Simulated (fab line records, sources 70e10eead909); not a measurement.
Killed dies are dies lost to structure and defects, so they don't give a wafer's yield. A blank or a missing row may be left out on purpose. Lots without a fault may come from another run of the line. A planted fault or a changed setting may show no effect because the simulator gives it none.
Which tool did it? | flow nand_harc | 6 lots, 18 wafers sampled, at 3 steps of a route of 1159

WHAT THE GAUGES READ, wafer by wafer
NHARC_P_M0_CD_MEAS_09: target cd 90 nm.
lot  | measured     | on        | cd_nm (nm)
L121 | day 6 19:37  | cd_sem-02 | 90.1 89.8 90.2
L122 | day 7 09:04  | cd_sem-01 | 89.9 90.1 90.0
L125 | day 8 01:08  | cd_sem-03 | 90.1 89.1 89.4
L128 | day 9 04:54  | cd_sem-03 | 90.5 90.5 90.8
L138 | day 11 01:26 | cd_sem-01 | 89.7 88.8 88.7

WHICH TOOL RAN EACH LOT (tool, then ch and the chambers of the sampled wafers, then the start)
lot  | NHARC_P_CONTACT_ETCH_36                       | NHARC_P_CONTACT_ETCH_18
L121 | rie_diel-08 ch 0,2,3, day 6 14:49 or earlier  | rie_diel-08 ch 1,2,3, day 6 14:49
L122 | rie_diel-09 ch 0,1,3, day 7 02:14 or earlier  | rie_diel-09 ch 0,1,3, day 7 02:14
L125 | rie_diel-09 ch 0,1,3, day 7 20:41 or earlier  | rie_diel-09 ch 0,3, day 7 20:41
L128 | rie_diel-06 ch 0,1, day 9 01:26 or earlier    | rie_diel-06 ch 0,1, day 9 01:26
L136 | rie_diel-09 ch 0,2,3, day 10 06:18 or earlier | rie_diel-09 ch 0,1,2, day 10 06:18
L138 | rie_diel-08 ch 0,1,3, day 10 21:34 or earlier | rie_diel-08 ch 1,2,3, day 10 21:34
- NHARC_P_CONTACT_ETCH_36: etches the open film in N2/H2, target depth 260 nm, time 406.25 s.
- NHARC_P_CONTACT_ETCH_18: etches the open film in C4F8/O2/Ar, target depth 481 nm, time 240.5 s.

THE ANSWER, worked out from the rows above alone
Rule: what is usual is taken from the lots themselves. Put in order of their means at a reading, lots are off if they are a third of the lots or fewer, leave a main group of 4 or more, and stand apart from it by a gap of 3 or more times the standard deviation of the main group's means; of several such gaps the widest counts. A main group whose means are all the same, to the digits that the tables above print for the reading, isn't used. A lot without any number at a reading at which 4 lots or more have one is off too. The other lots that the step has rows for count as sound.
No lot is off at any reading shown: from this, nothing can be told.

WHAT THE SIMULATOR HAD PUT IN
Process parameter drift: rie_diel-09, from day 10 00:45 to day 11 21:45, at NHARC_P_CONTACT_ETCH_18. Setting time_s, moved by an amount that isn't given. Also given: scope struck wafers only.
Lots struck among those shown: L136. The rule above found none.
